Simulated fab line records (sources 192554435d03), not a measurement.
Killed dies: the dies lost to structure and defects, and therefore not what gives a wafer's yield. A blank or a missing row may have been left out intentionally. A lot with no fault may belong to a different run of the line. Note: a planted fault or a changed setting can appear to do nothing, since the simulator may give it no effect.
fab line records ; flow n5Finfet
[record] lots = 24; wafers = 72; lastDay = 17
route steps=1938 shown BEOL_M0@730 BEOL_M1@788
lots with no fault: from the same line, run without faults
startH: hours from the record's first day to the start of the lot's first wafer shown ; waitH: hours elapsed since this lot's preceding step ; " unchanged from the row above ; L1.1+2: one row covering several wafers at once ; - either no value or no given start ; * or withheld: withheld ; < > ~ a bound
route shown NAME@n: a module of which the file shows steps, and the number in the route of the first ; usual: mean and standard deviation over wafers with no fault ; same: alike in all rows ; chamber/n: place in a boat ; sites: readings site by site ; _std_site: the standard deviation of these ; _edge_site: inner sites' mean taken away from outer sites' mean ; radiusMm: how far each site lies from the wafer's centre ; mask NAME#n: copy n ; behind: the most recent tool/chamber to have shaped the wafer ; hold: why the lot was held/for how many hours/how that ended ; device: names the non-switching transistor (n, p or np) ; end of line: the tests these same wafers got at the end of their route ; a step with no rows: only its recipe ; killed: at the first sort, the dies lost to defects and structure; wafer yield is something else ; map: a wafer's dies, x killed, . not, _ none there
set.NAME: the setting that was run; set.NAME@STEP: the one run at that earlier step ; model.NAME: the simulator's own value behind a step, which no gauge read
one table for each step of the route and one row for each wafer, over a sample of lots
services: from which hour (startH, from the record's first day; less than 0 if before it) a tool's chamber was out of use, for how many hours, and why
[[steps]]
[step N5_BEOL_M0_PRE_CLEAN_113]
[recipe] gas = H2/He; timeS = 30; tempC = 250
[usual] heaterPowerW = 320/32; susceptorTempC = 250.00/0.18
lot.wafer;tool;chamber;startH;waitH;heaterPowerW;susceptorTempC
L074.1;pvdSputter-02;-;116.32;0.0;308;249.60
L074.4;pvdSputter-02;-;116.32;0.0;276;250.19
L074.6;pvdSputter-02;-;116.32;0.0;318;249.82
L075.1;pvdSputter-01;-;128.39;0.0;268;250.15
L075.2;pvdSputter-01;-;128.39;0.0;312;249.90
L075.4;pvdSputter-01;-;128.39;0.0;283;249.91
L076.1;pvdSputter-02;-;132.10;0.0;388;249.88
L076.3;pvdSputter-02;-;132.10;0.0;291;249.77
L076.5;pvdSputter-02;-;132.10;0.0;294;249.92
L077.2;pvdSputter-02;-;134.08;0.0;298;250.03
L077.3;pvdSputter-02;-;134.08;0.0;282;249.92
L077.4;pvdSputter-02;-;134.08;0.0;391;250.12
L078.1;pvdSputter-03;-;137.93;0.0;318;250.08
L078.3;pvdSputter-03;-;137.93;0.0;326;249.91
L078.5;pvdSputter-03;-;137.93;0.0;337;249.78
L079.1;pvdSputter-02;-;146.82;0.0;315;250.16
L079.2;pvdSputter-02;-;146.82;0.0;383;250.16
L079.4;pvdSputter-02;-;146.82;0.0;288;250.08
L080.2;pvdSputter-03;-;152.47;0.0;343;250.09
L080.4;pvdSputter-03;-;152.47;0.0;307;250.15
L080.5;pvdSputter-03;-;152.47;0.0;330;249.84
L081.1;pvdSputter-03;-;157.94;0.0;331;250.17
L081.5;pvdSputter-03;-;157.94;0.0;302;249.95
L081.6;pvdSputter-03;-;157.94;0.0;346;249.79
L082.1;pvdSputter-02;-;163.49;0.0;319;250.12
L082.4;pvdSputter-02;-;163.49;0.0;282;250.03
L082.6;pvdSputter-02;-;163.49;0.0;315;250.24
L083.2;pvdSputter-02;-;169.56;0.0;307;250.22
L083.4;pvdSputter-02;-;169.56;0.0;286;249.87
L083.6;pvdSputter-02;-;169.56;0.0;311;250.16
L084.1;pvdSputter-03;-;182.71;0.0;339;249.75
L084.2;pvdSputter-03;-;182.71;0.0;300;250.06
L084.3;pvdSputter-03;-;182.71;0.0;328;249.76
L085.2;pvdSputter-02;-;189.04;0.0;278;250.14
L085.3;pvdSputter-02;-;189.04;0.0;397;250.20
L085.6;pvdSputter-02;-;189.04;0.0;400;250.30
L087.1;pvdSputter-02;-;194.69;0.0;278;250.04
L087.2;pvdSputter-02;-;194.69;0.0;307;249.79
L087.5;pvdSputter-02;-;194.69;0.0;310;249.89
L086.3;pvdSputter-03;-;194.75;0.0;326;250.27
L086.4;pvdSputter-03;-;194.75;0.0;348;249.81
L086.6;pvdSputter-03;-;194.75;0.0;313;249.76
L088.3;pvdSputter-03;-;198.37;0.0;301;250.19
L088.4;pvdSputter-03;-;198.37;0.0;311;250.04
L088.6;pvdSputter-03;-;198.37;0.0;349;249.71
L089.1;pvdSputter-02;-;208.85;0.0;310;249.90
L089.3;pvdSputter-02;-;208.85;0.0;390;250.10
L089.4;pvdSputter-02;-;208.85;0.0;290;250.47
L090.2;pvdSputter-02;-;209.91;0.0;308;249.83
L090.5;pvdSputter-02;-;209.91;0.0;282;250.11
L090.6;pvdSputter-02;-;209.91;0.0;317;250.07
L091.1;pvdSputter-03;-;222.06;0.0;324;250.05
L091.4;pvdSputter-03;-;222.06;0.0;349;249.95
L091.5;pvdSputter-03;-;222.06;0.0;303;250.04
L092.1;pvdSputter-03;-;226.69;0.0;346;249.97
L092.2;pvdSputter-03;-;226.69;0.0;317;249.94
L092.5;pvdSputter-03;-;226.69;0.0;327;249.97
L093.1;pvdSputter-03;-;230.67;0.0;338;249.86
L093.3;pvdSputter-03;-;230.67;0.0;337;250.29
L093.4;pvdSputter-03;-;230.67;0.0;307;249.95
L095.1;pvdSputter-03;-;240.10;0.0;308;250.09
L095.2;pvdSputter-03;-;240.10;0.0;348;249.84
L095.3;pvdSputter-03;-;240.10;0.0;298;249.54
L094.2;pvdSputter-01;-;245.70;0.0;351;250.25
L094.3;pvdSputter-01;-;245.70;0.0;307;249.63
L094.6;pvdSputter-01;-;245.70;0.0;349;250.28
L096.1;pvdSputter-03;-;248.57;0.0;322;250.25
L096.4;pvdSputter-03;-;248.57;0.0;321;249.91
L096.5;pvdSputter-03;-;248.57;0.0;342;249.82
L097.2;pvdSputter-03;-;253.71;0.0;350;249.74
L097.4;pvdSputter-03;-;253.71;0.0;326;250.17
L097.5;pvdSputter-03;-;253.71;0.0;322;250.18
[step N5_BEOL_M0_ANNEAL_117]
[recipe] tempC = 400; timeS = 60; ambient = vacuum
[usual] heaterPowerW = 791/82; susceptorTempC = 400.02/0.24
lot.wafer;tool;chamber;startH;waitH;heaterPowerW;susceptorTempC
L074.1;pvdSputter-01;-;118.33;0.0;879;399.91
L074.4;pvdSputter-01;-;118.33;0.0;745;400.38
L074.6;pvdSputter-01;-;118.33;0.0;683;399.89
L075.1;pvdSputter-02;-;129.62;0.0;676;400.09
L075.2;pvdSputter-02;-;129.62;0.0;786;399.91
L075.4;pvdSputter-02;-;129.62;0.0;970;399.76
L076.1;pvdSputter-02;-;132.76;0.0;740;399.98
L076.3;pvdSputter-02;-;132.76;0.0;971;399.72
L076.5;pvdSputter-02;-;132.76;0.0;741;399.84
L077.2;pvdSputter-02;-;134.88;0.0;735;400.28
L077.3;pvdSputter-02;-;134.88;0.0;788;400.44
L077.4;pvdSputter-02;-;134.88;0.0;987;400.36
L078.1;pvdSputter-03;-;138.50;0.0;782;399.85
L078.3;pvdSputter-03;-;138.50;0.0;761;400.08
L078.5;pvdSputter-03;-;138.50;0.0;773;399.80
L079.1;pvdSputter-01;-;148.96;0.0;779;400.03
L079.2;pvdSputter-01;-;148.96;0.0;655;400.10
L079.4;pvdSputter-01;-;148.96;0.0;875;400.01
L080.2;pvdSputter-03;-;153.00;0.0;780;400.19
L080.4;pvdSputter-03;-;153.00;0.0;782;400.15
L080.5;pvdSputter-03;-;153.00;0.0;850;400.01
L081.1;pvdSputter-01;-;158.67;0.0;694;400.09
L081.5;pvdSputter-01;-;158.67;0.0;861;399.92
L081.6;pvdSputter-01;-;158.67;0.0;660;399.83
L082.1;pvdSputter-03;-;164.42;0.0;809;400.44
L082.4;pvdSputter-03;-;164.42;0.0;813;400.13
L082.6;pvdSputter-03;-;164.42;0.0;784;399.62
L083.2;pvdSputter-02;-;170.26;0.0;704;400.02
L083.4;pvdSputter-02;-;170.26;0.0;957;400.01
L083.6;pvdSputter-02;-;170.26;0.0;964;399.93
L084.1;pvdSputter-03;-;183.30;0.0;856;399.94
L084.2;pvdSputter-03;-;183.30;0.0;790;400.37
L084.3;pvdSputter-03;-;183.30;0.0;815;400.06
L085.2;pvdSputter-01;-;191.75;0.0;660;400.24
L085.3;pvdSputter-01;-;191.75;0.0;781;399.70
L085.6;pvdSputter-01;-;191.75;0.0;849;399.92
L087.1;pvdSputter-03;-;195.31;0.0;808;399.94
L087.2;pvdSputter-03;-;195.31;0.0;751;399.87
L087.5;pvdSputter-03;-;195.31;0.0;801;399.60
L086.3;pvdSputter-02;-;197.05;0.0;693;399.87
L086.4;pvdSputter-02;-;197.05;0.0;968;400.07
L086.6;pvdSputter-02;-;197.05;0.0;972;400.12
L088.3;pvdSputter-03;-;200.63;0.0;784;400.08
L088.4;pvdSputter-03;-;200.63;0.0;850;400.11
L088.6;pvdSputter-03;-;200.63;0.0;836;400.07
L089.1;pvdSputter-02;-;209.51;0.0;785;400.04
L089.3;pvdSputter-02;-;209.51;0.0;693;400.20
L089.4;pvdSputter-02;-;209.51;0.0;730;399.78
L090.2;pvdSputter-02;-;210.65;0.0;782;399.75
L090.5;pvdSputter-02;-;210.65;0.0;733;399.88
L090.6;pvdSputter-02;-;210.65;0.0;984;400.53
L091.1;pvdSputter-03;-;223.06;0.0;850;399.67
L091.4;pvdSputter-03;-;223.06;0.0;795;399.87
L091.5;pvdSputter-03;-;223.06;0.0;862;399.26
L092.1;pvdSputter-03;-;227.47;0.0;873;399.97
L092.2;pvdSputter-03;-;227.47;0.0;803;399.81
L092.5;pvdSputter-03;-;227.47;0.0;785;399.85
L093.1;pvdSputter-01;-;231.22;0.0;752;400.09
L093.3;pvdSputter-01;-;231.22;0.0;661;399.90
L093.4;pvdSputter-01;-;231.22;0.0;708;400.00
L095.1;pvdSputter-01;-;241.26;0.0;865;400.17
L095.2;pvdSputter-01;-;241.26;0.0;777;400.00
L095.3;pvdSputter-01;-;241.26;0.0;698;400.43
L094.2;pvdSputter-01;-;246.36;0.0;770;399.85
L094.3;pvdSputter-01;-;246.36;0.0;899;399.59
L094.6;pvdSputter-01;-;246.36;0.0;758;399.72
L096.1;pvdSputter-03;-;250.53;0.0;767;399.83
L096.4;pvdSputter-03;-;250.53;0.0;814;400.39
L096.5;pvdSputter-03;-;250.53;0.0;764;399.68
L097.2;pvdSputter-03;-;254.59;0.0;803;400.34
L097.4;pvdSputter-03;-;254.59;0.0;863;399.72
L097.5;pvdSputter-03;-;254.59;0.0;800;400.14
[step N5_BEOL_M0_SPUTTER_141]
[recipe] material = Cu; targetThkA = 40; tempC = -20; chamberPressurePa = 0.07; powerW = withheld; timeS = 7.37
[usual] susceptorTempC = -19.99/0.11; throttleValvePct = 30.1/0.7
lot.wafer;tool;chamber;startH;waitH;susceptorTempC;throttleValvePct
L074.1;pvdSputter-01;-;118.61;0.0;-20.01;30.5
L074.4;pvdSputter-01;-;118.61;0.0;-20.00;29.4
L074.6;pvdSputter-01;-;118.61;0.0;-20.07;30.2
L075.1;pvdSputter-02;-;129.90;0.0;-20.05;29.3
L075.2;pvdSputter-02;-;129.90;0.0;-20.33;30.9
L075.4;pvdSputter-02;-;129.90;0.0;-19.99;29.1
L076.1;pvdSputter-02;-;133.04;0.0;-19.86;31.3
L076.3;pvdSputter-02;-;133.04;0.0;-19.82;29.4
L076.5;pvdSputter-02;-;133.04;0.0;-19.99;31.4
L077.2;pvdSputter-02;-;135.16;0.0;-20.02;31.1
L077.3;pvdSputter-02;-;135.16;0.0;-20.07;30.7
L077.4;pvdSputter-02;-;135.16;0.0;-20.18;29.3
L078.1;pvdSputter-03;-;138.78;0.0;-19.93;31.0
L078.3;pvdSputter-03;-;138.78;0.0;-19.95;30.4
L078.5;pvdSputter-03;-;138.78;0.0;-19.94;31.0
L079.1;pvdSputter-01;-;149.24;0.0;-19.82;29.7
L079.2;pvdSputter-01;-;149.24;0.0;-20.27;30.1
L079.4;pvdSputter-01;-;149.24;0.0;-19.73;30.3
L080.2;pvdSputter-03;-;153.28;0.0;-19.95;31.1
L080.4;pvdSputter-03;-;153.28;0.0;-19.95;29.6
L080.5;pvdSputter-03;-;153.28;0.0;-19.85;29.3
L081.1;pvdSputter-01;-;158.95;0.0;-20.17;30.3
L081.5;pvdSputter-01;-;158.95;0.0;-20.02;30.9
L081.6;pvdSputter-01;-;158.95;0.0;-19.93;30.0
L082.1;pvdSputter-03;-;164.70;0.0;-19.86;29.7
L082.4;pvdSputter-03;-;164.70;0.0;-19.93;29.6
L082.6;pvdSputter-03;-;164.70;0.0;-19.99;30.5
L083.2;pvdSputter-02;-;170.54;0.0;-20.12;29.1
L083.4;pvdSputter-02;-;170.54;0.0;-20.05;29.2
L083.6;pvdSputter-02;-;170.54;0.0;-19.82;29.5
L084.1;pvdSputter-03;-;183.58;0.0;-20.02;29.2
L084.2;pvdSputter-03;-;183.58;0.0;-20.13;31.0
L084.3;pvdSputter-03;-;183.58;0.0;-19.88;29.4
L085.2;pvdSputter-01;-;192.03;0.0;-19.80;29.9
L085.3;pvdSputter-01;-;192.03;0.0;-19.94;29.6
L085.6;pvdSputter-01;-;192.03;0.0;-20.12;30.5
L087.1;pvdSputter-03;-;195.59;0.0;-20.10;29.6
L087.2;pvdSputter-03;-;195.59;0.0;-19.87;30.4
L087.5;pvdSputter-03;-;195.59;0.0;-20.05;31.1
L086.3;pvdSputter-02;-;197.33;0.0;-19.91;29.4
L086.4;pvdSputter-02;-;197.33;0.0;-20.07;29.3
L086.6;pvdSputter-02;-;197.33;0.0;-20.03;29.3
L088.3;pvdSputter-03;-;200.91;0.0;-19.80;31.1
L088.4;pvdSputter-03;-;200.91;0.0;-19.97;29.2
L088.6;pvdSputter-03;-;200.91;0.0;-19.92;29.5
L089.1;pvdSputter-02;-;209.79;0.0;-20.05;30.7
L089.3;pvdSputter-02;-;209.79;0.0;-19.79;29.2
L089.4;pvdSputter-02;-;209.79;0.0;-19.93;31.4
L090.2;pvdSputter-02;-;210.93;0.0;-19.92;30.3
L090.5;pvdSputter-02;-;210.93;0.0;-20.06;31.4
L090.6;pvdSputter-02;-;210.93;0.0;-20.02;29.2
L091.1;pvdSputter-03;-;223.34;0.0;-19.74;29.5
L091.4;pvdSputter-03;-;223.34;0.0;-20.06;31.0
L091.5;pvdSputter-03;-;223.34;0.0;-19.97;29.2
L092.1;pvdSputter-03;-;227.75;0.0;-20.10;29.5
L092.2;pvdSputter-03;-;227.75;0.0;-20.16;29.7
L092.5;pvdSputter-03;-;227.75;0.0;-20.03;31.0
L093.1;pvdSputter-01;-;231.50;0.0;-20.08;29.7
L093.3;pvdSputter-01;-;231.50;0.0;-20.06;30.0
L093.4;pvdSputter-01;-;231.50;0.0;-19.97;30.0
L095.1;pvdSputter-01;-;241.54;0.0;-20.11;30.3
L095.2;pvdSputter-01;-;241.54;0.0;-19.96;29.6
L095.3;pvdSputter-01;-;241.54;0.0;-19.86;30.1
L094.2;pvdSputter-01;-;246.64;0.0;-20.11;29.5
L094.3;pvdSputter-01;-;246.64;0.0;-20.01;30.4
L094.6;pvdSputter-01;-;246.64;0.0;-19.88;29.5
L096.1;pvdSputter-03;-;250.81;0.0;-19.90;30.3
L096.4;pvdSputter-03;-;250.81;0.0;-20.02;29.8
L096.5;pvdSputter-03;-;250.81;0.0;-19.83;30.3
L097.2;pvdSputter-03;-;254.87;0.0;-20.10;29.6
L097.4;pvdSputter-03;-;254.87;0.0;-19.89;29.0
L097.5;pvdSputter-03;-;254.87;0.0;-20.05;29.4
[step N5_BEOL_M0_RS_MEAS_126]
[recipe] thkMeasGauge = four-point-probe; reads = Co_of_BEOL_M0_CO_CAP_123+Cu_of_BEOL_M0_ECD_118+Co_of_BEOL_M0_CVD_115+TaN_of_BEOL_M0_ALD_136
[usual] M0_RS = 0.529/0.017
lot.wafer;tool;chamber;startH;waitH;M0_RS[ohm/sq]
L074.1;filmMetro-02;-;119.88;0.0;0.552
L074.4;filmMetro-02;-;119.88;0.0;0.503
L074.6;filmMetro-02;-;119.88;0.0;0.526
L075.1;filmMetro-01;-;131.60;0.0;0.523
L075.2;filmMetro-01;-;131.60;0.0;0.555
L075.4;filmMetro-01;-;131.60;0.0;0.516
L076.1;filmMetro-01;-;134.22;0.0;0.538
L076.3;filmMetro-01;-;134.22;0.0;0.526
L076.5;filmMetro-01;-;134.22;0.0;0.528
L077.2;filmMetro-01;-;136.36;0.1;0.535
L077.3;filmMetro-01;-;136.36;0.1;0.589
L077.4;filmMetro-01;-;136.36;0.1;0.527
L078.1;filmMetro-02;-;139.83;0.0;0.555
L078.3;filmMetro-02;-;139.83;0.0;0.544
L078.5;filmMetro-02;-;139.83;0.0;0.538
L079.1;filmMetro-02;-;150.34;0.0;0.518
L079.2;filmMetro-02;-;150.34;0.0;0.498
L079.4;filmMetro-02;-;150.34;0.0;0.498
L080.2;filmMetro-01;-;154.33;0.1;0.546
L080.4;filmMetro-01;-;154.33;0.1;0.514
L080.5;filmMetro-01;-;154.33;0.1;0.547
L081.1;filmMetro-01;-;161.57;0.0;0.509
L081.5;filmMetro-01;-;161.57;0.0;0.514
L081.6;filmMetro-01;-;161.57;0.0;0.509
L082.1;filmMetro-02;-;165.77;0.0;0.513
L082.4;filmMetro-02;-;165.77;0.0;0.513
L082.6;filmMetro-02;-;165.77;0.0;0.512
L083.2;filmMetro-01;-;172.04;0.1;0.513
L083.4;filmMetro-01;-;172.04;0.1;0.544
L083.6;filmMetro-01;-;172.04;0.1;0.520
L084.1;filmMetro-01;-;184.64;0.0;0.508
L084.2;filmMetro-01;-;184.64;0.0;0.543
L084.3;filmMetro-01;-;184.64;0.0;0.532
L085.2;filmMetro-02;-;193.08;0.1;0.543
L085.3;filmMetro-02;-;193.08;0.1;0.544
L085.6;filmMetro-02;-;193.08;0.1;0.532
L087.1;filmMetro-01;-;196.64;0.0;0.541
L087.2;filmMetro-01;-;196.64;0.0;0.525
L087.5;filmMetro-01;-;196.64;0.0;0.551
L086.3;filmMetro-01;-;198.38;0.1;0.531
L086.4;filmMetro-01;-;198.38;0.1;0.505
L086.6;filmMetro-01;-;198.38;0.1;0.508
L088.3;filmMetro-02;-;202.02;0.1;0.553
L088.4;filmMetro-02;-;202.02;0.1;0.542
L088.6;filmMetro-02;-;202.02;0.1;0.520
L089.1;filmMetro-01;-;210.84;0.0;0.534
L089.3;filmMetro-01;-;210.84;0.0;0.531
L089.4;filmMetro-01;-;210.84;0.0;0.562
L090.2;filmMetro-02;-;212.00;0.1;0.553
L090.5;filmMetro-02;-;212.00;0.1;0.530
L090.6;filmMetro-02;-;212.00;0.1;0.531
L091.1;filmMetro-02;-;224.47;0.0;0.526
L091.4;filmMetro-02;-;224.47;0.0;0.530
L091.5;filmMetro-02;-;224.47;0.0;0.520
L092.1;filmMetro-01;-;229.07;0.1;0.533
L092.2;filmMetro-01;-;229.07;0.1;0.528
L092.5;filmMetro-01;-;229.07;0.1;0.530
L093.1;filmMetro-01;-;232.56;0.0;0.525
L093.3;filmMetro-01;-;232.56;0.0;0.518
L093.4;filmMetro-01;-;232.56;0.0;0.519
L095.1;filmMetro-01;-;242.59;0.0;0.536
L095.2;filmMetro-01;-;242.59;0.0;0.537
L095.3;filmMetro-01;-;242.59;0.0;0.550
L094.2;filmMetro-01;-;247.71;0.1;0.535
L094.3;filmMetro-01;-;247.71;0.1;0.515
L094.6;filmMetro-01;-;247.71;0.1;0.509
L096.1;filmMetro-01;-;251.86;0.0;0.505
L096.4;filmMetro-01;-;251.86;0.0;0.556
L096.5;filmMetro-01;-;251.86;0.0;0.550
L097.2;filmMetro-01;-;255.95;0.1;0.514
L097.4;filmMetro-01;-;255.95;0.1;0.514
L097.5;filmMetro-01;-;255.95;0.1;0.510
[step N5_BEOL_M1_INSPECT_30]
[recipe] mode = adi; inspectInstrument = brightfield
[usual] rawDefectCount = 379/85
lot.wafer;tool;chamber;startH;waitH;rawDefectCount
L074.1;defectInspect-02;-;122.81;0.1;411
L074.4;defectInspect-02;-;122.81;0.1;503
L074.6;defectInspect-02;-;122.81;0.1;552
L075.1;defectInspect-01;-;133.76;0.1;222
L075.2;defectInspect-01;-;133.76;0.1;314
L075.4;defectInspect-01;-;133.76;0.1;240
L076.1;defectInspect-01;-;136.43;0.1;366
L076.3;defectInspect-01;-;136.43;0.1;435
L076.5;defectInspect-01;-;136.43;0.1;382
L077.2;defectInspect-02;-;139.26;0.0;380
L077.3;defectInspect-02;-;139.26;0.0;426
L077.4;defectInspect-02;-;139.26;0.0;434
L078.1;defectInspect-02;-;142.53;0.1;305
L078.3;defectInspect-02;-;142.53;0.1;287
L078.5;defectInspect-02;-;142.53;0.1;394
L079.1;defectInspect-02;-;152.05;0.1;316
L079.2;defectInspect-02;-;152.05;0.1;428
L079.4;defectInspect-02;-;152.05;0.1;492
L080.2;defectInspect-01;-;159.00;0.0;310
L080.4;defectInspect-01;-;159.00;0.0;312
L080.5;defectInspect-01;-;159.00;0.0;472
L081.1;defectInspect-02;-;165.17;0.1;282
L081.5;defectInspect-02;-;165.17;0.1;336
L081.6;defectInspect-02;-;165.17;0.1;350
L082.1;defectInspect-02;-;170.20;0.1;456
L082.4;defectInspect-02;-;170.20;0.1;381
L082.6;defectInspect-02;-;170.20;0.1;548
L083.2;defectInspect-01;-;174.62;0.0;331
L083.4;defectInspect-01;-;174.62;0.0;469
L083.6;defectInspect-01;-;174.62;0.0;516
L084.1;defectInspect-01;-;186.51;0.1;397
L084.2;defectInspect-01;-;186.51;0.1;332
L084.3;defectInspect-01;-;186.51;0.1;492
L085.2;defectInspect-02;-;195.82;0.0;506
L085.3;defectInspect-02;-;195.82;0.0;362
L085.6;defectInspect-02;-;195.82;0.0;382
L087.1;defectInspect-01;-;199.40;0.1;425
L087.2;defectInspect-01;-;199.40;0.1;390
L087.5;defectInspect-01;-;199.40;0.1;467
L086.3;defectInspect-02;-;200.17;0.0;347
L086.4;defectInspect-02;-;200.17;0.0;408
L086.6;defectInspect-02;-;200.17;0.0;414
L088.3;defectInspect-02;-;205.07;0.0;288
L088.4;defectInspect-02;-;205.07;0.0;316
L088.6;defectInspect-02;-;205.07;0.0;274
L089.1;defectInspect-02;-;212.84;0.1;393
L089.3;defectInspect-02;-;212.84;0.1;372
L089.4;defectInspect-02;-;212.84;0.1;487
L090.2;defectInspect-01;-;215.02;0.0;213
L090.5;defectInspect-01;-;215.02;0.0;238
L090.6;defectInspect-01;-;215.02;0.0;271
L091.1;defectInspect-02;-;228.22;0.1;290
L091.4;defectInspect-02;-;228.22;0.1;360
L091.5;defectInspect-02;-;228.22;0.1;458
L092.1;defectInspect-02;-;231.69;0.1;360
L092.2;defectInspect-02;-;231.69;0.1;458
L092.5;defectInspect-02;-;231.69;0.1;537
L093.1;defectInspect-01;-;234.25;0.1;330
L093.3;defectInspect-01;-;234.25;0.1;314
L093.4;defectInspect-01;-;234.25;0.1;310
L095.1;defectInspect-01;-;244.70;0.1;322
L095.2;defectInspect-01;-;244.70;0.1;309
L095.3;defectInspect-01;-;244.70;0.1;282
L094.2;defectInspect-02;-;249.99;0.0;478
L094.3;defectInspect-02;-;249.99;0.0;491
L094.6;defectInspect-02;-;249.99;0.0;393
L096.1;defectInspect-01;-;254.00;0.1;686
L096.4;defectInspect-01;-;254.00;0.1;347
L096.5;defectInspect-01;-;254.00;0.1;309
L097.2;defectInspect-02;-;258.57;0.0;386
L097.4;defectInspect-02;-;258.57;0.0;483
L097.5;defectInspect-02;-;258.57;0.0;345
[step N5_BEOL_M1_DEGAS_44]
[recipe] ambient = vacuum; tempC = 250; timeS = 60
[usual] heaterPowerW = 316/33; susceptorTempC = 249.98/0.18
lot.wafer;tool;chamber;startH;waitH;heaterPowerW;susceptorTempC
L074.1;pvdSputter-02;-;125.85;0.3;391;250.03
L074.4;pvdSputter-02;-;125.85;0.3;317;250.29
L074.6;pvdSputter-02;-;125.85;0.3;386;250.15
L075.1;pvdSputter-03;-;137.73;0.2;346;249.85
L075.2;pvdSputter-03;-;137.73;0.2;322;250.06
L075.4;pvdSputter-03;-;137.73;0.2;307;250.12
L076.1;pvdSputter-01;-;140.31;1.8;313;249.79
L076.3;pvdSputter-01;-;140.31;1.8;289;250.04
L076.5;pvdSputter-01;-;140.31;1.8;265;250.02
L077.2;pvdSputter-02;-;143.31;0.1;312;249.92
L077.3;pvdSputter-02;-;143.31;0.1;299;249.96
L077.4;pvdSputter-02;-;143.31;0.1;273;250.00
L078.1;pvdSputter-02;-;143.79;0.2;280;249.69
L078.3;pvdSputter-02;-;143.79;0.2;308;249.74
L078.5;pvdSputter-02;-;143.79;0.2;393;250.14
L079.1;pvdSputter-02;-;153.42;0.2;383;250.03
L079.2;pvdSputter-02;-;153.42;0.2;289;250.13
L079.4;pvdSputter-02;-;153.42;0.2;278;249.55
L080.2;pvdSputter-03;-;165.10;1.1;330;249.77
L080.4;pvdSputter-03;-;165.10;1.1;321;249.95
L080.5;pvdSputter-03;-;165.10;1.1;341;249.95
L081.1;pvdSputter-03;-;170.06;0.5;322;250.01
L081.5;pvdSputter-03;-;170.06;0.5;341;250.00
L081.6;pvdSputter-03;-;170.06;0.5;327;250.20
L082.1;pvdSputter-03;-;173.20;0.7;308;249.69
L082.4;pvdSputter-03;-;173.20;0.7;346;250.30
L082.6;pvdSputter-03;-;173.20;0.7;306;249.66
L083.2;pvdSputter-01;-;176.41;0.0;352;249.86
L083.4;pvdSputter-01;-;176.41;0.0;260;249.79
L083.6;pvdSputter-01;-;176.41;0.0;308;250.05
L084.1;pvdSputter-03;-;188.68;0.3;312;249.88
L084.2;pvdSputter-03;-;188.68;0.3;317;249.92
L084.3;pvdSputter-03;-;188.68;0.3;350;250.15
L085.2;pvdSputter-01;-;198.85;0.1;268;250.06
L085.3;pvdSputter-01;-;198.85;0.1;355;249.87
L085.6;pvdSputter-01;-;198.85;0.1;280;250.03
L087.1;pvdSputter-03;-;201.19;0.2;349;249.95
L087.2;pvdSputter-03;-;201.19;0.2;331;249.67
L087.5;pvdSputter-03;-;201.19;0.2;314;250.05
L086.3;pvdSputter-01;-;201.55;0.2;306;250.01
L086.4;pvdSputter-01;-;201.55;0.2;354;249.67
L086.6;pvdSputter-01;-;201.55;0.2;262;250.32
L088.3;pvdSputter-01;-;208.27;0.8;274;250.40
L088.4;pvdSputter-01;-;208.27;0.8;308;250.15
L088.6;pvdSputter-01;-;208.27;0.8;269;249.67
L089.1;pvdSputter-03;-;214.41;0.7;311;249.95
L089.3;pvdSputter-03;-;214.41;0.7;309;250.17
L089.4;pvdSputter-03;-;214.41;0.7;345;249.91
L090.2;pvdSputter-03;-;223.50;0.1;297;249.94
L090.5;pvdSputter-03;-;223.50;0.1;355;250.06
L090.6;pvdSputter-03;-;223.50;0.1;311;249.85
L091.1;pvdSputter-03;-;230.35;0.2;307;249.82
L091.4;pvdSputter-03;-;230.35;0.2;323;250.19
L091.5;pvdSputter-03;-;230.35;0.2;322;249.92
L092.1;pvdSputter-01;-;232.66;0.0;313;249.91
L092.2;pvdSputter-01;-;232.66;0.0;284;249.81
L092.5;pvdSputter-01;-;232.66;0.0;264;249.98
L093.1;pvdSputter-03;-;236.81;0.3;349;249.78
L093.3;pvdSputter-03;-;236.81;0.3;324;250.09
L093.4;pvdSputter-03;-;236.81;0.3;317;250.09
L095.1;pvdSputter-01;-;247.84;0.3;351;250.05
L095.2;pvdSputter-01;-;247.84;0.3;264;249.82
L095.3;pvdSputter-01;-;247.84;0.3;281;249.83
L094.2;pvdSputter-01;-;257.02;0.7;352;249.87
L094.3;pvdSputter-01;-;257.02;0.7;276;249.70
L094.6;pvdSputter-01;-;257.02;0.7;268;249.98
L096.1;pvdSputter-02;-;260.97;0.5;315;250.14
L096.4;pvdSputter-02;-;260.97;0.5;281;249.96
L096.5;pvdSputter-02;-;260.97;0.5;307;249.80
L097.2;pvdSputter-01;-;262.48;0.4;347;250.00
L097.4;pvdSputter-01;-;262.48;0.4;281;250.20
L097.5;pvdSputter-01;-;262.48;0.4;268;250.04
[[services]]
tool;chamber;startH;hours;kind
pvdSputter-02;-;153.89;1.6;repair
[[key]]
fault none
